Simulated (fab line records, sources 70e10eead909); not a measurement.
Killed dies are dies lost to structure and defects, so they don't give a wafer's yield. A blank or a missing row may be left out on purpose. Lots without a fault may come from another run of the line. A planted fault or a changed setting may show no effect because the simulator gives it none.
fab line records | flow nand_harc
record lots=24 wafers=72 last_day=24
route steps=1159 shown A_CHANNEL_HOLE_D1@475 A_CHANNEL_FILL_D1@507 A_STAIRCASE@549
lots that met no fault: from a run of the same line without faults
start_h: hours from the record's first day to the start of the lot's first wafer shown | wait_h: hours since the lot's step before | " the same as in the row above | L1.1+2: a row that stands for several wafers | - no value, or no start given | * or withheld: withheld | < > ~ a bound
route shown NAME@n: a module of which the file shows steps, and the number in the route of the first | usual: mean/standard deviation of fault-free wafers | same: alike in all rows | chamber/n: place in a boat | sites: the reading at each site | _std_site: their standard deviation | _edge_site: outer sites' mean less inner sites' | radius_mm: how far each site lies from the wafer's centre | mask NAME#n: copy n | behind: the tool/chamber that last shaped the wafer | hold: why the lot was held/for how many hours/how that ended | device: the transistor (n, p or np) that didn't switch | end of line: the same wafers' tests at the end of the route | a step without rows: its recipe alone | killed: dies lost to structure and defects at the first sort, not the wafer's yield | map: a wafer's dies, x killed, . not, _ none there
set.NAME: the setting as run; set.NAME@STEP: as run at that earlier step | model.NAME: the simulator's own value behind a step, which no gauge read
steps of the route over a sample of lots; a table a step, a row a wafer
services: from which hour (start_h, from the record's first day; less than 0 if before it) a tool's chamber was out of use, for how many hours, and why
## steps
# step NHARC_A_CHANNEL_HOLE_D1_ETCH_23
# recipe bias_v=5000 source_w=withheld pressure_mtorr=20 time_s=819 ar_flow_sccm=375 c4f8_flow_sccm=89.3 o2_flow_sccm=35.7 temp_c=-20 target_depth_a=16000 chemistry=C4F8/O2/Ar
# usual drypump_motor_current_A=5.66/0.13 showerhead_plenum_p_Torr=3.73/0.095 throttle_valve_pct=32.155/0.0087
# columns lot.wafer tool chamber start_h wait_h drypump_motor_current_A rf_hours_counter_h showerhead_plenum_p_Torr throttle_valve_pct
L074.1 har_etch-02 1 174.18 0.5 5.83 106 3.87 32.141
L074.3 " 0 " " 5.71 - 3.63 32.161
L074.5 " 1 " " 5.79 - 3.87 32.160
L076.1 har_etch-01 0 183.69 0.5 5.48 180 3.69 32.162
L076.2 " 1 " " 5.61 180 3.80 32.153
L076.5 " 1 " " 5.61 - 3.80 32.172
L075.2 har_etch-02 1 185.40 0.5 5.80 114 3.87 32.143
L075.3 " 1 " " 5.81 - 3.87 32.152
L075.6 " 0 " " 5.73 - 3.63 32.143
L078.2 har_etch-01 0 190.91 0.5 5.46 186 3.69 32.163
L078.6 " 0 " " 5.45 - 3.69 32.139
L078.5 " 1 " " 5.64 - 3.79 32.154
L077.3 har_etch-02 1 192.39 0.5 5.81 - 3.86 32.158
L077.4 " 0 " " 5.71 - 3.63 32.156
L077.5 " 0 " " 5.71 - 3.63 32.164
L080.2 har_etch-01 1 209.75 0.5 5.61 190 3.79 32.156
L080.1 " 0 " " 5.45 190 3.68 32.156
L080.6 " 0 " " 5.47 - 3.68 32.151
L079.1 har_etch-02 1 210.13 0.5 5.83 123 3.86 32.155
L079.4 " 1 " " 5.82 - 3.86 32.157
L079.6 " 0 " " 5.73 - 3.63 32.150
L082.3 har_etch-02 0 221.08 0.5 5.70 - 3.62 32.156
L082.4 " 1 " " 5.86 - 3.86 32.153
L082.6 " 0 " " 5.69 - 3.62 32.155
L083.4 har_etch-01 1 222.70 0.5 5.60 - 3.79 32.160
L083.3 " 0 " " 5.48 - 3.68 32.160
L083.6 " 1 " " 5.61 - 3.79 32.169
L081.1 har_etch-02 1 225.00 0.5 5.82 132 3.86 32.138
L081.3 " 0 " " 5.72 - 3.62 32.146
L081.6 " 0 " " 5.72 - 3.62 32.170
L085.1 har_etch-01 1 239.80 0.5 5.62 203 3.78 32.167
L085.4 " 1 " " 5.61 - 3.78 32.162
L085.3 " 0 " " 5.46 - 3.68 32.167
L084.2 har_etch-02 1 239.90 0.5 5.81 139 3.85 32.151
L084.3 " 1 " " 5.79 - 3.85 32.156
L084.6 " 0 " " 5.73 - 3.62 32.160
L087.2 har_etch-02 1 253.57 0.5 5.82 146 3.85 32.153
L087.1 " 0 " " 5.72 146 3.61 32.155
L087.3 " 1 " " 5.80 - 3.85 32.164
L086.2 har_etch-01 0 253.70 0.5 5.46 212 3.67 32.167
L086.4 " 0 " " 5.44 - 3.67 32.151
L086.5 " 1 " " 5.62 - 3.78 32.151
L088.2 har_etch-01 0 269.04 0.5 5.46 216 3.67 32.164
L088.5 " 1 " " 5.62 - 3.78 32.155
L088.6 " 0 " " 5.47 - 3.67 32.157
L089.1 har_etch-02 1 269.26 0.5 5.82 152 3.85 32.167
L089.4 " 1 " " 5.81 - 3.85 32.146
L089.5 " 0 " " 5.72 - 3.61 32.145
L090.1 har_etch-01 1 273.08 0.5 5.59 220 3.77 32.134
L090.2 " 0 " " 5.45 220 3.67 32.151
L090.4 " 0 " " 5.44 - 3.67 32.158
L092.1 har_etch-02 0 273.46 0.5 5.73 156 3.61 32.148
L092.2 " 1 " " 5.85 156 3.84 32.147
L092.4 " 0 " " 5.73 - 3.61 32.155
L091.1 har_etch-01 0 277.22 0.5 5.47 224 3.66 32.145
L091.3 " 0 " " 5.47 - 3.67 32.153
L091.5 " 1 " " 5.62 - 3.77 32.158
L093.2 har_etch-01 0 284.51 0.5 5.47 229 3.66 32.157
L093.1 " 1 " " 5.62 229 3.77 32.154
L093.3 " 0 " " 5.50 - 3.66 32.153
L094.1 har_etch-02 0 294.12 0.5 5.72 166 3.60 32.150
L094.3 " 0 " " 5.73 - 3.60 32.145
L094.5 " 1 " " 5.82 - 3.84 32.150
L095.2 har_etch-02 0 305.12 0.5 5.71 169 3.60 32.139
L095.4 " 0 " " 5.70 - 3.60 32.148
L095.5 " 1 " " 5.87 - 3.84 32.156
L097.1 har_etch-01 0 305.22 0.5 5.45 236 3.66 32.162
L097.2 " 1 " " 5.63 236 3.77 32.151
L097.3 " 0 " " 5.45 - 3.66 32.160
L096.1 har_etch-02 0 310.54 0.5 5.73 173 3.60 32.140
L096.4 " 0 " " 5.72 - 3.60 32.158
L096.5 " 1 " " 5.84 - 3.83 32.144
# step NHARC_A_CHANNEL_HOLE_D1_ETCH_24
# recipe bias_v=5000 source_w=withheld pressure_mtorr=20 time_s=906.2 ar_flow_sccm=375 c4f8_flow_sccm=93.8 o2_flow_sccm=31.2 temp_c=-20 target_depth_a=15000 chemistry=C4F8/O2/Ar
# usual drypump_motor_current_A=5.67/0.13 showerhead_plenum_p_Torr=3.73/0.095 throttle_valve_pct=32.236/0.0088
# columns lot.wafer tool chamber start_h wait_h drypump_motor_current_A rf_hours_counter_h showerhead_plenum_p_Torr throttle_valve_pct
L074.1 har_etch-02 1 174.88 0.6 5.82 107 3.87 32.246
L074.3 " 0 " " 5.73 - 3.63 32.226
L074.5 " 1 " " 5.81 - 3.87 32.245
L076.1 har_etch-01 0 184.38 0.6 5.45 181 3.68 32.251
L076.2 " 1 " " 5.61 181 3.79 32.224
L076.5 " 1 " " 5.61 - 3.79 32.245
L075.2 har_etch-02 1 186.11 0.6 5.78 115 3.86 32.229
L075.3 " 1 " " 5.82 - 3.86 32.241
L075.6 " 0 " " 5.72 - 3.63 32.237
L078.2 har_etch-01 0 191.62 0.6 5.48 186 3.68 32.238
L078.6 " 0 " " 5.45 - 3.68 32.232
L078.5 " 1 " " 5.61 - 3.79 32.253
L077.3 har_etch-02 1 193.11 0.6 5.82 - 3.86 32.241
L077.4 " 0 " " 5.70 - 3.62 32.247
L077.5 " 0 " " 5.69 - 3.62 32.250
L080.2 har_etch-01 1 210.44 0.6 5.62 190 3.79 32.233
L080.1 " 0 " " 5.45 190 3.68 32.244
L080.6 " 0 " " 5.44 - 3.68 32.244
L079.1 har_etch-02 1 210.84 0.6 5.79 124 3.86 32.228
L079.4 " 1 " " 5.84 - 3.86 32.239
L079.6 " 0 " " 5.72 - 3.62 32.234
L082.3 har_etch-02 0 221.79 0.6 5.70 - 3.62 32.229
L082.4 " 1 " " 5.87 - 3.85 32.234
L082.6 " 0 " " 5.72 - 3.62 32.222
L083.4 har_etch-01 1 223.43 0.6 5.64 - 3.78 32.224
L083.3 " 0 " " 5.45 - 3.67 32.235
L083.6 " 1 " " 5.63 - 3.78 32.239
L081.1 har_etch-02 1 225.70 0.6 5.81 133 3.85 32.237
L081.3 " 0 " " 5.73 - 3.62 32.230
L081.6 " 0 " " 5.74 - 3.62 32.228
L085.1 har_etch-01 1 240.50 0.6 5.62 204 3.78 32.219
L085.4 " 1 " " 5.62 - 3.78 32.259
L085.3 " 0 " " 5.46 - 3.67 32.245
L084.2 har_etch-02 1 240.60 0.6 5.81 140 3.85 32.245
L084.3 " 1 " " 5.82 - 3.85 32.238
L084.6 " 0 " " 5.73 - 3.61 32.245
L087.2 har_etch-02 1 254.27 0.6 5.85 147 3.84 32.236
L087.1 " 0 " " 5.73 147 3.61 32.256
L087.3 " 1 " " 5.82 - 3.84 32.235
L086.2 har_etch-01 0 254.40 0.6 5.46 213 3.67 32.248
L086.4 " 0 " " 5.44 - 3.67 32.238
L086.5 " 1 " " 5.61 - 3.77 32.234
L088.2 har_etch-01 0 269.74 0.6 5.44 216 3.66 32.239
L088.5 " 1 " " 5.62 - 3.77 32.234
L088.6 " 0 " " 5.46 - 3.66 32.238
L089.1 har_etch-02 1 269.97 0.6 5.80 152 3.84 32.245
L089.4 " 1 " " 5.80 - 3.84 32.249
L089.5 " 0 " " 5.73 - 3.61 32.229
L090.1 har_etch-01 1 273.77 0.6 5.62 220 3.77 32.233
L090.2 " 0 " " 5.49 220 3.66 32.231
L090.4 " 0 " " 5.49 - 3.66 32.230
L092.1 har_etch-02 0 274.16 0.6 5.73 156 3.60 32.240
L092.2 " 1 " " 5.79 156 3.84 32.239
L092.4 " 0 " " 5.73 - 3.60 32.238
L091.1 har_etch-01 0 277.92 0.6 5.45 224 3.66 32.231
L091.3 " 0 " " 5.47 - 3.66 32.233
L091.5 " 1 " " 5.63 - 3.77 32.232
L093.2 har_etch-01 0 285.20 0.6 5.45 230 3.66 32.252
L093.1 " 1 " " 5.63 230 3.76 32.230
L093.3 " 0 " " 5.46 - 3.66 32.229
L094.1 har_etch-02 0 294.82 0.6 5.70 166 3.60 32.240
L094.3 " 0 " " 5.70 - 3.60 32.231
L094.5 " 1 " " 5.83 - 3.83 32.240
L095.2 har_etch-02 0 305.82 0.6 5.72 170 3.60 32.229
L095.4 " 0 " " 5.70 - 3.60 32.250
L095.5 " 1 " " 5.81 - 3.83 32.224
L097.1 har_etch-01 0 305.91 0.6 5.48 237 3.65 32.224
L097.2 " 1 " " 5.63 237 3.76 32.233
L097.3 " 0 " " 5.44 - 3.65 32.248
L096.1 har_etch-02 0 311.24 0.6 5.72 174 3.59 32.233
L096.4 " 0 " " 5.71 - 3.59 32.230
L096.5 " 1 " " 5.83 - 3.83 32.243
# step NHARC_A_CHANNEL_HOLE_D1_CD_MEAS_30
# usual cd_nm=90.0/0.9
# columns lot.wafer tool chamber start_h wait_h cd_nm
L074.1 cd_sem-03 - 178.14 - 90.1
L074.3 " - " " 90.7
L074.5 " - " " 88.8
L076.1 cd_sem-03 - 187.79 - 91.3
L076.2 " - " " 89.1
L076.5 " - " " 90.8
L075.2 cd_sem-01 - 189.37 - 90.2
L075.3 " - " " 90.3
L075.6 " - " " 91.3
L078.2 cd_sem-02 - 195.50 - 90.3
L078.5 " - " " 91.2
L078.6 " - " " 89.2
L077.3 cd_sem-02 - 196.26 - 90.9
L077.4 " - " " 90.0
L077.5 " - " " 90.5
L080.1 cd_sem-01 - 213.89 0.1 89.2
L080.2 " - " " 89.5
L080.6 " - " " 89.4
L079.1 cd_sem-02 - 214.56 - 90.0
L079.4 " - " " 90.9
L079.6 " - " " 89.9
L082.3 cd_sem-01 - 224.99 0.1 89.8
L082.4 " - " " 89.7
L082.6 " - " " 89.2
L083.3 cd_sem-02 - 226.60 - 88.5
L083.4 " - " " 90.0
L083.6 " - " " 88.3
L081.1 cd_sem-01 - 229.13 0.1 88.5
L081.3 " - " " 88.6
L081.6 " - " " 89.2
L085.1 cd_sem-02 - 244.34 - 91.1
L085.3 " - " " 90.0
L085.4 " - " " 91.6
L084.2 cd_sem-01 - 244.52 0.1 90.9
L084.3 " - " " 89.7
L084.6 " - " " 90.5
L086.2 cd_sem-01 - 257.71 0.1 90.4
L086.4 " - " " 88.2
L086.5 " - " " 89.5
L087.1 cd_sem-01 - 258.16 0.1 87.9
L087.2 " - " " 88.8
L087.3 " - " " 89.0
L088.2 cd_sem-03 - 273.01 - 88.7
L088.5 " - " " 90.5
L088.6 " - " " 90.4
L089.1 cd_sem-03 - 273.38 - 90.9
L089.4 " - " " 91.0
L089.5 " - " " 89.6
L090.1 cd_sem-01 - 277.16 - 88.8
L090.2 " - " " 91.0
L090.4 " - " " 89.7
L092.1 cd_sem-03 - 277.69 - 90.1
L092.2 " - " " 90.2
L092.4 " - " " 90.8
L091.1 cd_sem-01 - 281.31 - 90.3
L091.3 " - " " 89.7
L091.5 " - " " 90.8
L093.1 cd_sem-03 - 288.58 - 90.4
L093.2 " - " " 89.6
L093.3 " - " " 90.3
L094.1 cd_sem-03 - 298.08 - 89.9
L094.3 " - " " 88.4
L094.5 " - " " 88.8
L095.2 cd_sem-01 - 309.19 - 90.9
L095.4 " - " " 89.5
L095.5 " - " " 90.3
L097.1 cd_sem-01 - 309.27 - 90.6
L097.2 " - " " 90.5
L097.3 " - " " 91.1
L096.1 cd_sem-01 - 314.55 0.1 90.0
L096.4 " - " " 91.3
L096.5 " - " " 91.1
# step NHARC_A_CHANNEL_HOLE_D1_XSEM_31
# recipe landing_energy_ev=35000
# usual bot_cd_nm=74.6/1 bow_nm=8.47/0.3 tilt_deg=0.06/0.044
# columns lot.wafer tool chamber start_h wait_h bot_cd_nm bow_nm tilt_deg
L074.1 xsem-01 0 178.22 0.1 75.2 8.32 0.15
L074.3 " 0 " " 75.6 8.32 0.15
L074.5 " 0 " " 73.5 8.25 0.15
L076.1 xsem-02 0 187.88 0.1 76.8 7.72 -0.03
L076.2 " 0 " " 73.8 7.67 -0.03
L076.5 " 0 " " 75.8 7.72 -0.03
L075.2 xsem-01 0 189.45 0.1 75.0 8.63 0.07
L075.3 " 0 " " 75.8 8.63 0.07
L075.6 " 0 " " 76.3 8.54 0.07
L078.2 xsem-02 0 195.59 0.1 75.1 8.78 0.08
L078.5 " 0 " " 76.2 8.81 0.08
L078.6 " 0 " " 73.2 8.86 0.08
L077.3 xsem-01 0 196.34 0.1 75.4 8.51 0.09
L077.4 " 0 " " 73.7 8.65 0.09
L077.5 " 0 " " 74.5 8.54 0.10
L080.1 xsem-02 0 213.98 0.1 74.3 8.76 0.01
L080.2 " 0 " " 74.2 8.69 0.01
L080.6 " 0 " " 74.4 8.64 0.02
L079.1 xsem-01 0 214.65 0.1 75.3 8.16 0.09
L079.4 " 0 " " 76.0 8.25 0.09
L079.6 " 0 " " 74.7 8.27 0.09
L082.3 xsem-02 0 225.10 0.1 75.4 8.36 0.00
L082.4 " 0 " " 74.6 8.34 0.00
L082.6 " 0 " " 74.3 8.41 0.00
L083.3 xsem-01 0 226.69 0.1 74.4 8.14 0.16
L083.4 " 0 " " 75.3 8.25 0.16
L083.6 " 0 " " 73.7 8.27 0.16
L081.1 xsem-02 0 229.23 0.1 73.5 8.17 0.12
L081.3 " 0 " " 73.4 8.15 0.12
L081.6 " 0 " " 73.3 8.22 0.12
L085.1 xsem-01 0 244.43 0.1 75.3 8.74 0.10
L085.3 " 0 " " 74.0 8.68 0.10
L085.4 " 0 " " 75.5 8.72 0.10
L084.2 xsem-02 0 244.61 0.1 75.9 8.16 0.06
L084.3 " 0 " " 75.3 8.13 0.06
L084.6 " 0 " " 75.8 8.13 0.06
L086.2 xsem-01 0 257.80 0.1 73.8 8.42 0.07
L086.4 " 0 " " 72.6 8.43 0.06
L086.5 " 0 " " 73.0 8.47 0.06
L087.1 xsem-02 0 258.25 0.1 72.8 8.39 0.11
L087.2 " 0 " " 74.4 8.37 0.11
L087.3 " 0 " " 73.3 8.43 0.11
L088.2 xsem-01 0 273.10 0.1 73.8 8.28 0.05
L088.5 " 0 " " 76.0 8.24 0.05
L088.6 " 0 " " 76.1 8.27 0.05
L089.1 xsem-02 0 273.47 0.1 75.9 8.64 0.04
L089.4 " 0 " " 76.0 8.66 0.04
L089.5 " 0 " " 74.9 8.63 0.04
L090.1 xsem-01 0 277.24 0.1 73.3 8.39 -0.01
L090.2 " 0 " " 74.7 8.43 -0.01
L090.4 " 0 " " 73.5 8.41 -0.01
L092.1 xsem-02 0 277.78 0.1 75.3 8.76 0.03
L092.2 " 0 " " 75.6 8.73 0.03
L092.4 " 0 " " 76.5 8.79 0.03
L091.1 xsem-01 0 281.39 0.1 74.0 8.45 0.05
L091.3 " 0 " " 73.1 8.54 0.04
L091.5 " 0 " " 74.8 8.52 0.04
L093.1 xsem-02 0 288.68 0.1 74.9 8.16 0.08
L093.2 " 0 " " 73.5 8.15 0.08
L093.3 " 0 " " 74.7 8.11 0.08
L094.1 xsem-01 0 298.17 0.1 74.4 8.89 0.07
L094.3 " 0 " " 73.8 8.91 0.07
L094.5 " 0 " " 73.8 8.93 0.07
L095.2 xsem-01 0 309.28 0.1 74.0 8.94 0.06
L095.4 " 0 " " 73.3 8.95 0.06
L095.5 " 0 " " 74.1 8.87 0.06
L097.1 xsem-01 0 309.35 0.1 73.6 8.25 0.05
L097.2 " 0 " " 74.1 8.30 0.05
L097.3 " 0 " " 74.8 8.31 0.05
L096.1 xsem-01 0 314.63 0.1 75.5 8.84 0.06
L096.4 " 0 " " 75.8 8.84 0.06
L096.5 " 0 " " 76.2 8.87 0.06
# step NHARC_A_CHANNEL_FILL_D1_ALD_25
# recipe target_thk_a=600 pulse_time_s=10 ald_cycles=600 temp_c=300 material=SiOx
# usual heater_power_w=429/29 precursor_pulse_height_rel=0.999/0.021
# columns lot.wafer tool chamber start_h wait_h heater_power_w precursor_pulse_height_rel
L074.1 ald_hk-01 0 220.44 0.1 452 0.983
L074.3 " 1 " " 488 0.986
L074.5 " 0 222.89 2.5 458 1.034
L076.2 ald_hk-01 0 225.28 0.8 445 1.013
L076.1 " 1 " " 485 1.016
L076.5 " 0 227.75 3.3 448 0.994
L075.2 ald_hk-02 2 225.77 1.3 456 1.018
L075.3 " 3 " " 441 1.018
L075.6 " 1 227.62 3.1 431 0.985
L077.4 ald_hk-03 3 232.42 0.8 428 0.987
L077.3 " 0 " " 445 0.965
L077.5 " 2 234.27 2.6 462 1.022
L078.2 ald_hk-02 2 233.57 1.9 448 1.027
L078.5 " 3 " " 446 1.015
L078.6 " 0 " " 417 0.980
L080.2 ald_hk-03 3 252.61 0.1 426 1.012
L080.1 " 1 253.85 1.3 382 0.980
L080.6 " 0 255.71 3.1 456 0.995
L079.1 ald_hk-02 0 253.83 1.3 415 1.012
L079.4 " 1 " " 430 0.963
L079.6 " 2 " " 443 0.989
L083.3 ald_hk-02 2 264.70 0.1 450 0.941
L083.4 " 1 266.56 1.9 456 1.047
L083.6 " 3 267.80 3.2 443 1.036
L082.3 ald_hk-01 0 264.72 0.1 431 0.957
L082.4 " 3 266.60 1.9 393 0.968
L082.6 " 1 267.85 3.2 470 0.987
L081.1 ald_hk-03 2 270.77 2.5 470 0.989
L081.3 " 1 272.66 4.3 392 1.017
L081.6 " 3 273.91 5.6 432 0.985
L085.1 ald_hk-03 0 281.48 0.1 446 0.993
L085.3 " 1 282.71 1.3 400 0.987
L085.4 " 3 285.17 3.7 428 1.025
L084.3 ald_hk-02 0 281.48 0.1 431 0.968
L084.2 " 2 282.71 1.3 448 1.000
L084.6 " 0 283.95 2.5 411 0.995
L086.2 ald_hk-03 0 296.25 0.1 447 1.013
L086.4 " 1 " " 390 1.007
L086.5 " 0 298.74 2.5 445 1.022
L087.1 ald_hk-01 3 296.25 0.1 378 1.004
L087.3 " 0 " " 432 0.962
L087.2 " 2 298.11 1.9 375 1.010
L089.1 ald_hk-02 3 312.21 2.3 406 0.996
L089.4 " 2 314.01 4.1 421 1.023
L089.5 " 3 " " 406 1.000
L088.2 ald_hk-03 2 312.26 2.4 464 0.968
L088.5 " 3 " " 425 1.009
L088.6 " 0 " " 455 0.984
L090.1 ald_hk-03 1 315.73 0.7 385 0.985
L090.4 " 2 " " 461 1.019
L090.2 " 3 " " 436 1.023
L091.3 ald_hk-02 0 315.80 0.7 418 0.991
L091.1 " 1 " " 434 0.983
L091.5 " 0 318.26 3.2 405 0.996
L092.4 ald_hk-01 3 315.99 0.9 395 0.987
L092.1 " 0 " " 439 0.981
L092.2 " 1 " " 468 0.968
L093.1 ald_hk-02 3 325.86 0.7 414 0.977
L093.2 " 0 " " 426 0.965
L093.3 " 1 " " 436 1.011
L094.3 ald_hk-01 1 336.02 0.1 472 0.986
L094.1 " 0 337.90 1.9 429 1.023
L094.5 " 2 339.15 3.2 377 0.998
L095.2 ald_hk-03 1 348.04 0.1 378 0.997
L095.4 " 2 " " 468 0.981
L095.5 " 1 350.51 2.5 382 0.985
L096.1 ald_hk-02 0 350.58 2.6 431 0.991
L096.4 " 2 351.80 3.8 420 0.987
L096.5 " 0 353.03 5.0 431 0.953
L097.1 ald_hk-01 0 350.60 2.6 430 1.038
L097.3 " 1 " " 471 1.028
L097.2 " 2 " " 382 0.996
# step NHARC_A_STAIRCASE_ETCH_13
# recipe target_depth_a=1000 time_s=40.5 ion_energy_ev=400 c4f8_flow_sccm=20 o2_flow_sccm=10 ar_flow_sccm=withheld rf_w=600 bias_w=1000 chemistry=C4F8/O2
# usual bias_w=1000.1/2.9 oes_product_au=0.935/0.011 rf_vpp_V=897/5.4
# columns lot.wafer tool chamber start_h wait_h bias_w oes_product_au rf_hours_counter_h rf_vpp_V
L074.1 rie_diel-11 2 - - 1000.6 0.944 14 905
L074.3 " 1 " " 998.2 0.943 14 899
L074.5 " 2 " " 997.7 0.939 - 905
L076.2 rie_diel-01 2 - - 999.4 0.950 36 890
L076.1 " 1 " " 999.5 0.922 37 887
L076.5 " 2 " " 1000.2 0.948 - 892
L075.3 rie_diel-11 3 - - 1001.5 0.933 16 890
L075.2 " 1 " " 1003.0 0.933 16 898
L075.6 " 3 " " 1001.8 0.932 - 890
L078.2 rie_diel-11 0 - - 998.6 0.926 20 900
L078.6 " 1 " " 1001.4 0.923 - 898
L078.5 " 2 " " 999.4 0.934 - 906
L077.3 rie_diel-01 2 - - 1004.5 0.936 41 891
L077.5 " 1 " " 998.2 0.914 - 887
L077.4 " 2 " " 998.5 0.930 - 893
L079.1 rie_diel-01 0 - - 1005.1 0.949 50 901
L079.6 " 3 " " 1000.0 0.957 - 895
L079.4 " 0 " " 1002.0 0.936 - 900
L080.2 rie_diel-06 0 - - 997.7 0.950 8 894
L080.1 " 1 " " 1002.7 0.945 10 905
L080.6 " 3 " " 999.5 0.934 - 901
L083.3 rie_diel-01 3 - - 1004.5 0.936 52 895
L083.6 " 0 " " 994.2 0.931 - 899
L083.4 " 1 " " 1005.0 0.924 - 887
L082.4 rie_diel-11 2 - - 1002.3 0.936 32 905
L082.3 " 3 " " 1003.4 0.954 31 889
L082.6 " 1 " " 997.2 0.939 - 898
L081.1 rie_diel-11 0 - - 1000.9 0.946 34 902
L081.3 " 1 " " 1001.0 0.936 35 898
L081.6 " 0 " " 1001.7 0.944 - 903
L084.2 rie_diel-06 1 - - 1000.1 0.948 15 903
L084.3 " 0 " " 1002.5 0.937 18 893
L084.6 " 2 " " 994.5 0.942 - 895
L085.3 rie_diel-01 3 - - 996.0 0.934 60 895
L085.1 " 0 " " 998.7 0.924 63 899
L085.4 " 1 " " 999.5 0.915 - 887
L086.2 rie_diel-06 1 - - 1001.0 0.916 27 903
L086.4 " 3 " " 1001.0 0.928 24 902
L086.5 " 1 " " 1005.3 0.925 - 902
L087.3 rie_diel-06 2 - - 996.8 0.935 26 894
L087.2 " 0 " " 1001.7 0.922 28 893
L087.1 " 1 " " 1003.0 0.932 27 903
L088.2 rie_diel-06 1 - - 999.1 0.941 34 903
L088.5 " 1 " " 997.4 0.945 - 901
L088.6 " 2 " " 994.5 0.953 - 894
L089.1 rie_diel-06 3 - - 996.8 0.925 30 902
L089.4 " 1 " " 999.5 0.942 34 902
L089.5 " 2 " " 1006.0 0.934 - 893
L091.1 rie_diel-06 0 - - 1000.1 0.928 38 894
L091.3 " 1 " " 1004.5 0.941 37 903
L091.5 " 0 " " 1002.6 0.938 - 894
L092.1 rie_diel-11 1 - - 995.0 0.924 50 897
L092.2 " 2 " " 1004.3 0.930 53 905
L092.4 " 3 " " 999.0 0.923 51 888
L090.1 rie_diel-01 3 - - 994.1 0.930 2 893
L090.2 " 2 " " 996.9 0.936 2 892
L090.4 " 1 " " 1002.0 0.933 - 906
L093.2 rie_diel-06 1 - - 998.1 0.925 42 902
L093.3 " 2 " " 997.8 0.930 38 894
L093.1 " 3 " " 998.8 0.930 36 903
L094.3 rie_diel-11 2 - - 1002.2 0.924 63 904
L094.1 " 3 " " 996.3 0.913 61 891
L094.5 " 3 " " 998.6 0.918 - 889
L095.4 rie_diel-01 1 - - 1000.1 0.933 14 907
L095.2 " 3 " " 997.7 0.934 14 894
L095.5 " 0 " " 1000.7 0.945 - 899
L096.4 rie_diel-11 1 - - 1002.3 0.943 62 898
L096.1 " 3 " " 1000.9 0.957 63 890
L096.5 " 1 " " 996.8 0.936 - 898
L097.2 rie_diel-11 0 - - 1002.8 0.921 62 901
L097.1 " 1 " " 1003.4 0.930 63 897
L097.3 " 2 " " 1004.4 0.922 65 905
## services
# columns tool chamber start_h hours kind
ald_hk-01 - 156.15 1.8 repair
rie_diel-06 3 160.74 2.2 repair
rie_diel-11 2 176.26 7.8 repair
rie_diel-06 2 176.55 5.8 repair
rie_diel-01 0 178.42 4.6 repair
rie_diel-11 - 189.50 9.0 pm
rie_diel-01 0 200.03 4.9 repair
rie_diel-01 3 229.49 2.7 repair
rie_diel-06 0 233.51 3.0 repair
har_etch-02 - 237.66 0.1 repair
rie_diel-06 - 241.20 9.0 pm
rie_diel-01 3 246.64 8.8 repair
rie_diel-06 1 271.27 7.5 repair
rie_diel-11 1 295.55 5.4 repair
xsem-02 - 302.00 14.0 pm
har_etch-01 - 307.91 17.0 pm
har_etch-01 0 307.91 17.0 vent_cycle
har_etch-01 1 307.91 17.0 vent_cycle
rie_diel-01 0 310.45 24.0 repair
rie_diel-01 - 314.83 9.0 pm
ald_hk-02 - 321.88 3.0 repair
har_etch-01 0 324.91 - clean
har_etch-01 0 324.91 - consumable_replace:focus_ring
har_etch-01 1 324.91 - clean
## key
fault none
